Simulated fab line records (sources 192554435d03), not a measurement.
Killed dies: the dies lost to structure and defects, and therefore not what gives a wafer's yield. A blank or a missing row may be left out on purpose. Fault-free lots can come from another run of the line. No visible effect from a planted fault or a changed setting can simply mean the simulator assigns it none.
fab line records :: flow n5_finfet :: part 2 of 2: steps 29 to 33 of 33
[record]
  lots = 5
  wafers = 15
  last_day = 18
route steps=1938 shown BEOL_M1@828 BEOL_M2@841
lots that met no fault: from a run of the same line without faults
start_h: start of the lot's first displayed wafer, in hours after the record's first day :: wait_h: how many hours have passed since the lot's step before this one :: " identical to the entry in the row above :: L1.1+2: one row covering several wafers at once :: - no value present, or no start provided :: * or withheld: withheld :: < > ~ a bound
route shown NAME@n: names a module that has steps shown in the file, with the first one's number in the route :: usual: mean and standard deviation over wafers with no fault :: same: alike in all rows :: chamber/n: place in a boat :: sites: per-site readings :: _std_site: the values' standard deviation :: _edge_site: inner sites' mean taken away from outer sites' mean :: radius_mm: how far each site lies from the wafer's centre :: mask NAME#n: copy n :: behind: tool/chamber where the wafer was last shaped :: hold: reason for holding the lot/hours on hold/outcome of the hold :: device: whichever transistor did not switch (one of n, p or np) :: end of line: the tests these same wafers got at the end of their route :: a step without rows: its recipe alone :: killed: count of dies lost to structure and defects at first sort (not the wafer's yield) :: map: dies across one wafer; x = killed, . = not, _ = none there
set.NAME: the setting that was run; set.NAME@STEP: the one run at that earlier step :: model.NAME: the simulator's own value behind a step, which no gauge read
a table for each step, a row for each wafer; lots at some steps of the route
services: the hour from which a tool's chamber was out of use, counted from the record's first day as start_h (under 0 if before that day), plus the number of hours and why
[[steps]]
[step N5_BEOL_M2_INSPECT_13]
[recipe]
  mode = adi
  inspect_instrument = brightfield
[usual]
  raw_defect_count = 395/78
lot.wafer: L075.1
tool: defect_inspect-02
chamber: -
start_h: 141.08
wait_h: 0.1
raw_defect_count: 443

lot.wafer: L075.2
tool: defect_inspect-02
chamber: -
start_h: 141.08
wait_h: 0.1
raw_defect_count: 448

lot.wafer: L075.6
tool: defect_inspect-02
chamber: -
start_h: 141.08
wait_h: 0.1
raw_defect_count: 335

lot.wafer: L085.1
tool: defect_inspect-01
chamber: -
start_h: 195.53
wait_h: 0.1
raw_defect_count: 357

lot.wafer: L085.3
tool: defect_inspect-01
chamber: -
start_h: 195.53
wait_h: 0.1
raw_defect_count: 412

lot.wafer: L085.6
tool: defect_inspect-01
chamber: -
start_h: 195.53
wait_h: 0.1
raw_defect_count: 260

lot.wafer: L087.1
tool: defect_inspect-02
chamber: -
start_h: 214.55
wait_h: 0.1
raw_defect_count: 385

lot.wafer: L087.2
tool: defect_inspect-02
chamber: -
start_h: 214.55
wait_h: 0.1
raw_defect_count: 348

lot.wafer: L087.5
tool: defect_inspect-02
chamber: -
start_h: 214.55
wait_h: 0.1
raw_defect_count: 274

lot.wafer: L095.2
tool: defect_inspect-02
chamber: -
start_h: 260.71
wait_h: 0.0
raw_defect_count: 379

lot.wafer: L095.5
tool: defect_inspect-02
chamber: -
start_h: 260.71
wait_h: 0.0
raw_defect_count: 363

lot.wafer: L095.6
tool: defect_inspect-02
chamber: -
start_h: 260.71
wait_h: 0.0
raw_defect_count: 363

lot.wafer: L097.2
tool: defect_inspect-01
chamber: -
start_h: 266.51
wait_h: 0.0
raw_defect_count: 299

lot.wafer: L097.3
tool: defect_inspect-01
chamber: -
start_h: 266.51
wait_h: 0.0
raw_defect_count: 397

lot.wafer: L097.4
tool: defect_inspect-01
chamber: -
start_h: 266.51
wait_h: 0.0
raw_defect_count: 459
[step N5_BEOL_M2_DESCUM_16]
[recipe]
  chemistry = O2
  time_s = 7
  source_power_w = 50
  bias_power_w = 20
  pressure_mtorr = 20
  rf_frequency_hz = 2.712e+07
  temp_c = 40
  resist = CAR-EUV
  o2_flow_sccm = 225
[usual]
  drypump_motor_current_A = 5.8/0.57
  oes_product_au = 0.75/0.057
  rf_vpp_V = 242.9/1.4
  showerhead_plenum_p_Torr = 2.07/0.062
  throttle_valve_pct = 20.5/0.3
lot.wafer: L075.1
tool: rie_diel-06
chamber: 2
start_h: 141.24
wait_h: 0.2
drypump_motor_current_A: 4.9
oes_product_au: 0.69
rf_hours_counter_h: 195
rf_vpp_V: 243.7
showerhead_plenum_p_Torr: 2.16
throttle_valve_pct: 20.8

lot.wafer: L075.2
tool: rie_diel-06
chamber: 3
start_h: 141.24
wait_h: 0.2
drypump_motor_current_A: 5.0
oes_product_au: 0.73
rf_hours_counter_h: 168
rf_vpp_V: 242.7
showerhead_plenum_p_Torr: 2.02
throttle_valve_pct: 20.1

lot.wafer: L075.6
tool: rie_diel-06
chamber: 3
start_h: 141.24
wait_h: 0.2
drypump_motor_current_A: 5.0
oes_product_au: 0.74
rf_hours_counter_h: -
rf_vpp_V: 240.3
showerhead_plenum_p_Torr: 2.02
throttle_valve_pct: 20.1

lot.wafer: L085.1
tool: rie_diel-05
chamber: 0
start_h: 195.56
wait_h: 0.0
drypump_motor_current_A: 6.4
oes_product_au: 0.81
rf_hours_counter_h: 102
rf_vpp_V: 243.5
showerhead_plenum_p_Torr: 2.09
throttle_valve_pct: 20.3

lot.wafer: L085.3
tool: rie_diel-05
chamber: 1
start_h: 195.56
wait_h: 0.0
drypump_motor_current_A: 6.7
oes_product_au: 0.75
rf_hours_counter_h: 119
rf_vpp_V: 243.9
showerhead_plenum_p_Torr: 2.11
throttle_valve_pct: 20.1

lot.wafer: L085.6
tool: rie_diel-05
chamber: 2
start_h: 195.56
wait_h: 0.0
drypump_motor_current_A: 6.3
oes_product_au: 0.70
rf_hours_counter_h: -
rf_vpp_V: 240.7
showerhead_plenum_p_Torr: 2.08
throttle_valve_pct: 20.8

lot.wafer: L087.1
tool: rie_diel-06
chamber: 3
start_h: 214.93
wait_h: 0.4
drypump_motor_current_A: 5.0
oes_product_au: 0.72
rf_hours_counter_h: 190
rf_vpp_V: 241.8
showerhead_plenum_p_Torr: 2.01
throttle_valve_pct: 20.1

lot.wafer: L087.2
tool: rie_diel-06
chamber: 1
start_h: 214.93
wait_h: 0.4
drypump_motor_current_A: 5.5
oes_product_au: 0.70
rf_hours_counter_h: 201
rf_vpp_V: 241.4
showerhead_plenum_p_Torr: 1.99
throttle_valve_pct: 20.9

lot.wafer: L087.5
tool: rie_diel-06
chamber: 1
start_h: 214.93
wait_h: 0.4
drypump_motor_current_A: 5.5
oes_product_au: 0.69
rf_hours_counter_h: -
rf_vpp_V: 242.5
showerhead_plenum_p_Torr: 1.99
throttle_valve_pct: 20.9

lot.wafer: L095.2
tool: rie_diel-06
chamber: 0
start_h: 260.74
wait_h: 0.0
drypump_motor_current_A: 5.8
oes_product_au: 0.67
rf_hours_counter_h: 241
rf_vpp_V: 241.8
showerhead_plenum_p_Torr: 1.96
throttle_valve_pct: 20.6

lot.wafer: L095.5
tool: rie_diel-06
chamber: 0
start_h: 260.74
wait_h: 0.0
drypump_motor_current_A: 5.8
oes_product_au: 0.68
rf_hours_counter_h: -
rf_vpp_V: 241.9
showerhead_plenum_p_Torr: 1.96
throttle_valve_pct: 20.6

lot.wafer: L095.6
tool: rie_diel-06
chamber: 3
start_h: 260.74
wait_h: 0.0
drypump_motor_current_A: 5.0
oes_product_au: 0.71
rf_hours_counter_h: -
rf_vpp_V: 241.9
showerhead_plenum_p_Torr: 2.01
throttle_valve_pct: 20.1

lot.wafer: L097.2
tool: rie_diel-06
chamber: 0
start_h: 266.55
wait_h: 0.0
drypump_motor_current_A: 5.8
oes_product_au: 0.68
rf_hours_counter_h: 243
rf_vpp_V: 240.3
showerhead_plenum_p_Torr: 1.96
throttle_valve_pct: 20.6

lot.wafer: L097.3
tool: rie_diel-06
chamber: 1
start_h: 266.55
wait_h: 0.0
drypump_motor_current_A: 5.4
oes_product_au: 0.68
rf_hours_counter_h: 218
rf_vpp_V: 241.1
showerhead_plenum_p_Torr: 1.99
throttle_valve_pct: 21.0

lot.wafer: L097.4
tool: rie_diel-06
chamber: 3
start_h: 266.55
wait_h: 0.0
drypump_motor_current_A: 5.0
oes_product_au: 0.71
rf_hours_counter_h: 204
rf_vpp_V: 240.8
showerhead_plenum_p_Torr: 2.00
throttle_valve_pct: 20.1
[step N5_BEOL_M2_ETCH_74]
[recipe]
  chemistry = N2/H2
  target = underlayer
  target_depth_a = 65
  mask_material = CAR-EUV
  time_s = 5.2
  ion_energy_ev = 200
  pressure_mtorr = 30
  source_w = 840
  bias_w = 150
  n2_flow_sccm = 200
  h2_flow_sccm = 200
  ends = cleared
[usual]
  drypump_motor_current_A = 5.8/0.57
  etch_rf_on_time_s = 5.27/0.15
  oes_product_au = 0.63/0.049
  rf_vpp_V = 523.2/2.7
  showerhead_plenum_p_Torr = 2.52/0.077
  throttle_valve_pct = 17.9/0.32
lot.wafer: L075.1
tool: rie_diel-06
chamber: 2
start_h: 141.27
wait_h: 0.0
drypump_motor_current_A: 4.9
etch_rf_on_time_s: 5.53
oes_product_au: 0.58
rf_hours_counter_h: 195
rf_vpp_V: 525.8
showerhead_plenum_p_Torr: 2.63
throttle_valve_pct: 18.3

lot.wafer: L075.2
tool: rie_diel-06
chamber: 3
start_h: 141.27
wait_h: 0.0
drypump_motor_current_A: 5.0
etch_rf_on_time_s: 5.31
oes_product_au: 0.62
rf_hours_counter_h: 168
rf_vpp_V: 521.0
showerhead_plenum_p_Torr: 2.44
throttle_valve_pct: 17.5

lot.wafer: L075.6
tool: rie_diel-06
chamber: 3
start_h: 141.27
wait_h: 0.0
drypump_motor_current_A: 5.0
etch_rf_on_time_s: 5.31
oes_product_au: 0.62
rf_hours_counter_h: -
rf_vpp_V: 520.4
showerhead_plenum_p_Torr: 2.44
throttle_valve_pct: 17.5

lot.wafer: L085.1
tool: rie_diel-05
chamber: 0
start_h: 195.59
wait_h: 0.0
drypump_motor_current_A: 6.4
etch_rf_on_time_s: 4.96
oes_product_au: 0.70
rf_hours_counter_h: 102
rf_vpp_V: 521.8
showerhead_plenum_p_Torr: 2.56
throttle_valve_pct: 17.8

lot.wafer: L085.3
tool: rie_diel-05
chamber: 1
start_h: 195.59
wait_h: 0.0
drypump_motor_current_A: 6.7
etch_rf_on_time_s: 5.33
oes_product_au: 0.65
rf_hours_counter_h: 119
rf_vpp_V: 525.1
showerhead_plenum_p_Torr: 2.55
throttle_valve_pct: 17.4

lot.wafer: L085.6
tool: rie_diel-05
chamber: 2
start_h: 195.59
wait_h: 0.0
drypump_motor_current_A: 6.3
etch_rf_on_time_s: 5.39
oes_product_au: 0.61
rf_hours_counter_h: -
rf_vpp_V: 524.3
showerhead_plenum_p_Torr: 2.53
throttle_valve_pct: 18.3

lot.wafer: L087.1
tool: rie_diel-06
chamber: 3
start_h: 214.97
wait_h: 0.0
drypump_motor_current_A: 5.0
etch_rf_on_time_s: 5.33
oes_product_au: 0.61
rf_hours_counter_h: 190
rf_vpp_V: 519.1
showerhead_plenum_p_Torr: 2.43
throttle_valve_pct: 17.5

lot.wafer: L087.2
tool: rie_diel-06
chamber: 1
start_h: 214.97
wait_h: 0.0
drypump_motor_current_A: 5.5
etch_rf_on_time_s: 5.25
oes_product_au: 0.60
rf_hours_counter_h: 201
rf_vpp_V: 518.7
showerhead_plenum_p_Torr: 2.41
throttle_valve_pct: 18.3

lot.wafer: L087.5
tool: rie_diel-06
chamber: 1
start_h: 214.97
wait_h: 0.0
drypump_motor_current_A: 5.5
etch_rf_on_time_s: 5.28
oes_product_au: 0.59
rf_hours_counter_h: -
rf_vpp_V: 521.2
showerhead_plenum_p_Torr: 2.42
throttle_valve_pct: 18.3

lot.wafer: L095.2
tool: rie_diel-06
chamber: 0
start_h: 260.78
wait_h: 0.0
drypump_motor_current_A: 5.8
etch_rf_on_time_s: 5.33
oes_product_au: 0.58
rf_hours_counter_h: 241
rf_vpp_V: 519.8
showerhead_plenum_p_Torr: 2.39
throttle_valve_pct: 18.2

lot.wafer: L095.5
tool: rie_diel-06
chamber: 0
start_h: 260.78
wait_h: 0.0
drypump_motor_current_A: 5.8
etch_rf_on_time_s: 5.31
oes_product_au: 0.58
rf_hours_counter_h: -
rf_vpp_V: 522.1
showerhead_plenum_p_Torr: 2.39
throttle_valve_pct: 18.2

lot.wafer: L095.6
tool: rie_diel-06
chamber: 3
start_h: 260.78
wait_h: 0.0
drypump_motor_current_A: 5.0
etch_rf_on_time_s: 5.28
oes_product_au: 0.61
rf_hours_counter_h: -
rf_vpp_V: 519.0
showerhead_plenum_p_Torr: 2.43
throttle_valve_pct: 17.6

lot.wafer: L097.2
tool: rie_diel-06
chamber: 0
start_h: 266.58
wait_h: 0.0
drypump_motor_current_A: 5.8
etch_rf_on_time_s: 5.34
oes_product_au: 0.58
rf_hours_counter_h: 243
rf_vpp_V: 523.9
showerhead_plenum_p_Torr: 2.39
throttle_valve_pct: 18.2

lot.wafer: L097.3
tool: rie_diel-06
chamber: 1
start_h: 266.58
wait_h: 0.0
drypump_motor_current_A: 5.5
etch_rf_on_time_s: 5.26
oes_product_au: 0.59
rf_hours_counter_h: 218
rf_vpp_V: 518.9
showerhead_plenum_p_Torr: 2.41
throttle_valve_pct: 18.3

lot.wafer: L097.4
tool: rie_diel-06
chamber: 3
start_h: 266.58
wait_h: 0.0
drypump_motor_current_A: 5.0
etch_rf_on_time_s: 5.38
oes_product_au: 0.60
rf_hours_counter_h: 204
rf_vpp_V: 518.7
showerhead_plenum_p_Torr: 2.43
throttle_valve_pct: 17.6
[step N5_BEOL_M2_ETCH_63]
[recipe]
  chemistry = CF4
  target = SiARC
  target_depth_a = 156
  mask_material = CAR-EUV
  time_s = 26
  ion_energy_ev = 80
  pressure_mtorr = 40
  source_w = 545
  bias_w = 36
  Ar_flow_sccm = 100
  cf4_flow_sccm = 100
  ends = cleared
[usual]
  drypump_motor_current_A = 5.8/0.58
  etch_rf_on_time_s = 26.4/0.73
  oes_product_au = 0.63/0.049
  rf_vpp_V = 183.8/1.2
  showerhead_plenum_p_Torr = 2.12/0.066
  throttle_valve_pct = 15.69/0.28
lot.wafer: L075.1
tool: rie_diel-06
chamber: 2
start_h: 141.29
wait_h: 0.0
drypump_motor_current_A: 4.9
etch_rf_on_time_s: 27.8
oes_product_au: 0.58
rf_hours_counter_h: 195
rf_vpp_V: 183.2
showerhead_plenum_p_Torr: 2.21
throttle_valve_pct: 16.03

lot.wafer: L075.2
tool: rie_diel-06
chamber: 3
start_h: 141.29
wait_h: 0.0
drypump_motor_current_A: 5.0
etch_rf_on_time_s: 26.5
oes_product_au: 0.62
rf_hours_counter_h: 168
rf_vpp_V: 182.3
showerhead_plenum_p_Torr: 2.06
throttle_valve_pct: 15.29

lot.wafer: L075.6
tool: rie_diel-06
chamber: 3
start_h: 141.29
wait_h: 0.0
drypump_motor_current_A: 5.0
etch_rf_on_time_s: 26.5
oes_product_au: 0.62
rf_hours_counter_h: -
rf_vpp_V: 183.8
showerhead_plenum_p_Torr: 2.06
throttle_valve_pct: 15.29

lot.wafer: L085.1
tool: rie_diel-05
chamber: 0
start_h: 195.61
wait_h: 0.0
drypump_motor_current_A: 6.4
etch_rf_on_time_s: 24.4
oes_product_au: 0.72
rf_hours_counter_h: 102
rf_vpp_V: 184.8
showerhead_plenum_p_Torr: 2.17
throttle_valve_pct: 15.63

lot.wafer: L085.3
tool: rie_diel-05
chamber: 1
start_h: 195.61
wait_h: 0.0
drypump_motor_current_A: 6.7
etch_rf_on_time_s: 26.9
oes_product_au: 0.65
rf_hours_counter_h: 119
rf_vpp_V: 186.7
showerhead_plenum_p_Torr: 2.15
throttle_valve_pct: 15.27

lot.wafer: L085.6
tool: rie_diel-05
chamber: 2
start_h: 195.61
wait_h: 0.0
drypump_motor_current_A: 6.3
etch_rf_on_time_s: 26.1
oes_product_au: 0.61
rf_hours_counter_h: -
rf_vpp_V: 184.7
showerhead_plenum_p_Torr: 2.14
throttle_valve_pct: 15.97

lot.wafer: L087.1
tool: rie_diel-06
chamber: 3
start_h: 214.99
wait_h: 0.0
drypump_motor_current_A: 5.0
etch_rf_on_time_s: 26.6
oes_product_au: 0.61
rf_hours_counter_h: 190
rf_vpp_V: 183.6
showerhead_plenum_p_Torr: 2.05
throttle_valve_pct: 15.33

lot.wafer: L087.2
tool: rie_diel-06
chamber: 1
start_h: 214.99
wait_h: 0.0
drypump_motor_current_A: 5.5
etch_rf_on_time_s: 26.8
oes_product_au: 0.58
rf_hours_counter_h: 201
rf_vpp_V: 182.3
showerhead_plenum_p_Torr: 2.04
throttle_valve_pct: 16.03

lot.wafer: L087.5
tool: rie_diel-06
chamber: 1
start_h: 214.99
wait_h: 0.0
drypump_motor_current_A: 5.5
etch_rf_on_time_s: 26.4
oes_product_au: 0.59
rf_hours_counter_h: -
rf_vpp_V: 183.1
showerhead_plenum_p_Torr: 2.04
throttle_valve_pct: 16.02

lot.wafer: L095.2
tool: rie_diel-06
chamber: 0
start_h: 260.79
wait_h: 0.0
drypump_motor_current_A: 5.8
etch_rf_on_time_s: 26.8
oes_product_au: 0.58
rf_hours_counter_h: 241
rf_vpp_V: 183.5
showerhead_plenum_p_Torr: 2.02
throttle_valve_pct: 15.95

lot.wafer: L095.5
tool: rie_diel-06
chamber: 0
start_h: 260.79
wait_h: 0.0
drypump_motor_current_A: 5.7
etch_rf_on_time_s: 26.8
oes_product_au: 0.58
rf_hours_counter_h: -
rf_vpp_V: 181.1
showerhead_plenum_p_Torr: 2.02
throttle_valve_pct: 15.91

lot.wafer: L095.6
tool: rie_diel-06
chamber: 3
start_h: 260.79
wait_h: 0.0
drypump_motor_current_A: 5.0
etch_rf_on_time_s: 26.8
oes_product_au: 0.60
rf_hours_counter_h: -
rf_vpp_V: 183.7
showerhead_plenum_p_Torr: 2.05
throttle_valve_pct: 15.36

lot.wafer: L097.2
tool: rie_diel-06
chamber: 0
start_h: 266.60
wait_h: 0.0
drypump_motor_current_A: 5.8
etch_rf_on_time_s: 26.7
oes_product_au: 0.58
rf_hours_counter_h: 243
rf_vpp_V: 181.9
showerhead_plenum_p_Torr: 2.02
throttle_valve_pct: 15.94

lot.wafer: L097.3
tool: rie_diel-06
chamber: 1
start_h: 266.60
wait_h: 0.0
drypump_motor_current_A: 5.5
etch_rf_on_time_s: 26.5
oes_product_au: 0.59
rf_hours_counter_h: 218
rf_vpp_V: 182.2
showerhead_plenum_p_Torr: 2.04
throttle_valve_pct: 16.07

lot.wafer: L097.4
tool: rie_diel-06
chamber: 3
start_h: 266.60
wait_h: 0.0
drypump_motor_current_A: 5.0
etch_rf_on_time_s: 26.8
oes_product_au: 0.60
rf_hours_counter_h: 204
rf_vpp_V: 182.6
showerhead_plenum_p_Torr: 2.05
throttle_valve_pct: 15.34
[step N5_BEOL_M2_ETCH_64]
[recipe]
  chemistry = N2/H2
  target = SOC
  target_depth_a = 750
  overetch_a = 225
  mask_material = SiARC
  temp_c = 40
  time_s = 121.9
  ion_energy_ev = 200
  pressure_mtorr = 30
  source_w = 840
  bias_w = 150
  n2_flow_sccm = 200
  h2_flow_sccm = 200
[usual]
  drypump_motor_current_A = 5.8/0.57
  oes_product_au = 0.57/0.039
  rf_vpp_V = 523.1/2.4
  showerhead_plenum_p_Torr = 2.52/0.077
  throttle_valve_pct = 17.9/0.32
lot.wafer: L075.1
tool: rie_diel-06
chamber: 2
start_h: 141.31
wait_h: 0.0
drypump_motor_current_A: 4.9
oes_product_au: 0.53
rf_hours_counter_h: 195
rf_vpp_V: 526.1
showerhead_plenum_p_Torr: 2.63
throttle_valve_pct: 18.2

lot.wafer: L075.2
tool: rie_diel-06
chamber: 3
start_h: 141.31
wait_h: 0.0
drypump_motor_current_A: 5.0
oes_product_au: 0.56
rf_hours_counter_h: 168
rf_vpp_V: 521.0
showerhead_plenum_p_Torr: 2.44
throttle_valve_pct: 17.5

lot.wafer: L075.6
tool: rie_diel-06
chamber: 3
start_h: 141.31
wait_h: 0.0
drypump_motor_current_A: 5.0
oes_product_au: 0.56
rf_hours_counter_h: -
rf_vpp_V: 520.5
showerhead_plenum_p_Torr: 2.44
throttle_valve_pct: 17.5

lot.wafer: L085.1
tool: rie_diel-05
chamber: 0
start_h: 195.64
wait_h: 0.0
drypump_motor_current_A: 6.5
oes_product_au: 0.62
rf_hours_counter_h: 102
rf_vpp_V: 522.9
showerhead_plenum_p_Torr: 2.56
throttle_valve_pct: 17.7

lot.wafer: L085.3
tool: rie_diel-05
chamber: 1
start_h: 195.64
wait_h: 0.0
drypump_motor_current_A: 6.7
oes_product_au: 0.59
rf_hours_counter_h: 119
rf_vpp_V: 523.8
showerhead_plenum_p_Torr: 2.55
throttle_valve_pct: 17.4

lot.wafer: L085.6
tool: rie_diel-05
chamber: 2
start_h: 195.64
wait_h: 0.0
drypump_motor_current_A: 6.3
oes_product_au: 0.54
rf_hours_counter_h: -
rf_vpp_V: 523.4
showerhead_plenum_p_Torr: 2.53
throttle_valve_pct: 18.3

lot.wafer: L087.1
tool: rie_diel-06
chamber: 3
start_h: 215.01
wait_h: 0.0
drypump_motor_current_A: 5.0
oes_product_au: 0.54
rf_hours_counter_h: 190
rf_vpp_V: 521.2
showerhead_plenum_p_Torr: 2.43
throttle_valve_pct: 17.5

lot.wafer: L087.2
tool: rie_diel-06
chamber: 1
start_h: 215.01
wait_h: 0.0
drypump_motor_current_A: 5.5
oes_product_au: 0.53
rf_hours_counter_h: 201
rf_vpp_V: 520.5
showerhead_plenum_p_Torr: 2.41
throttle_valve_pct: 18.3

lot.wafer: L087.5
tool: rie_diel-06
chamber: 1
start_h: 215.01
wait_h: 0.0
drypump_motor_current_A: 5.5
oes_product_au: 0.54
rf_hours_counter_h: -
rf_vpp_V: 520.2
showerhead_plenum_p_Torr: 2.42
throttle_valve_pct: 18.3

lot.wafer: L095.2
tool: rie_diel-06
chamber: 0
start_h: 260.82
wait_h: 0.0
drypump_motor_current_A: 5.8
oes_product_au: 0.52
rf_hours_counter_h: 241
rf_vpp_V: 518.9
showerhead_plenum_p_Torr: 2.40
throttle_valve_pct: 18.1

lot.wafer: L095.5
tool: rie_diel-06
chamber: 0
start_h: 260.82
wait_h: 0.0
drypump_motor_current_A: 5.7
oes_product_au: 0.52
rf_hours_counter_h: -
rf_vpp_V: 520.4
showerhead_plenum_p_Torr: 2.39
throttle_valve_pct: 18.1

lot.wafer: L095.6
tool: rie_diel-06
chamber: 3
start_h: 260.82
wait_h: 0.0
drypump_motor_current_A: 5.0
oes_product_au: 0.53
rf_hours_counter_h: -
rf_vpp_V: 517.3
showerhead_plenum_p_Torr: 2.43
throttle_valve_pct: 17.5

lot.wafer: L097.2
tool: rie_diel-06
chamber: 0
start_h: 266.63
wait_h: 0.0
drypump_motor_current_A: 5.8
oes_product_au: 0.52
rf_hours_counter_h: 244
rf_vpp_V: 520.4
showerhead_plenum_p_Torr: 2.39
throttle_valve_pct: 18.2

lot.wafer: L097.3
tool: rie_diel-06
chamber: 1
start_h: 266.63
wait_h: 0.0
drypump_motor_current_A: 5.5
oes_product_au: 0.53
rf_hours_counter_h: 218
rf_vpp_V: 519.1
showerhead_plenum_p_Torr: 2.41
throttle_valve_pct: 18.3

lot.wafer: L097.4
tool: rie_diel-06
chamber: 3
start_h: 266.63
wait_h: 0.0
drypump_motor_current_A: 5.0
oes_product_au: 0.54
rf_hours_counter_h: 204
rf_vpp_V: 520.1
showerhead_plenum_p_Torr: 2.43
throttle_valve_pct: 17.5
[[services]]
tool: pvd_sputter-02
chamber: -
start_h: 115.86
hours: 8.0
kind: repair

tool: pecvd-02
chamber: 0
start_h: 120.54
hours: 5.8
kind: repair

tool: rie_diel-06
chamber: 2
start_h: 122.85
hours: 3.9
kind: repair

tool: pecvd-03
chamber: 1
start_h: 125.33
hours: 9.7
kind: repair

tool: rie_diel-06
chamber: 0
start_h: 138.95
hours: 18.3
kind: repair

tool: euv_scanner-01
chamber: -
start_h: 141.66
hours: 1.0
kind: pm

tool: rie_diel-05
chamber: -
start_h: 146.10
hours: 14.6
kind: pm

tool: cvd_co-02
chamber: -
start_h: 151.32
hours: 1.5
kind: repair

tool: rie_diel-05
chamber: 0
start_h: 161.45
hours: 14.5
kind: repair

tool: cvd_co-02
chamber: -
start_h: 167.38
hours: 4.1
kind: repair

tool: pecvd-04
chamber: -
start_h: 172.67
hours: 5.6
kind: repair

tool: cvd_co-02
chamber: 2
start_h: 174.06
hours: 10.5
kind: repair

tool: rie_diel-05
chamber: 2
start_h: 176.47
hours: 4.3
kind: repair

tool: pvd_sputter-02
chamber: -
start_h: 197.53
hours: 7.5
kind: repair

tool: euv_scanner-01
chamber: -
start_h: 197.81
hours: 1.0
kind: pm

tool: euv_scanner-01
chamber: -
start_h: 199.14
hours: 5.8
kind: pm

tool: pecvd-03
chamber: 0
start_h: 222.15
hours: 4.3
kind: repair

tool: rie_diel-06
chamber: -
start_h: 227.77
hours: 0.4
kind: repair

tool: ecd_cu-01
chamber: -
start_h: 228.40
hours: 8.6
kind: pm

tool: rie_diel-05
chamber: 3
start_h: 229.94
hours: 6.9
kind: repair

tool: rie_diel-05
chamber: 2
start_h: 235.44
hours: 7.4
kind: repair

tool: pecvd-03
chamber: -
start_h: 250.63
hours: 0.8
kind: pm

tool: rie_diel-05
chamber: -
start_h: 260.09
hours: 1.4
kind: repair

tool: cvd_co-02
chamber: -
start_h: 262.33
hours: 0.7
kind: repair
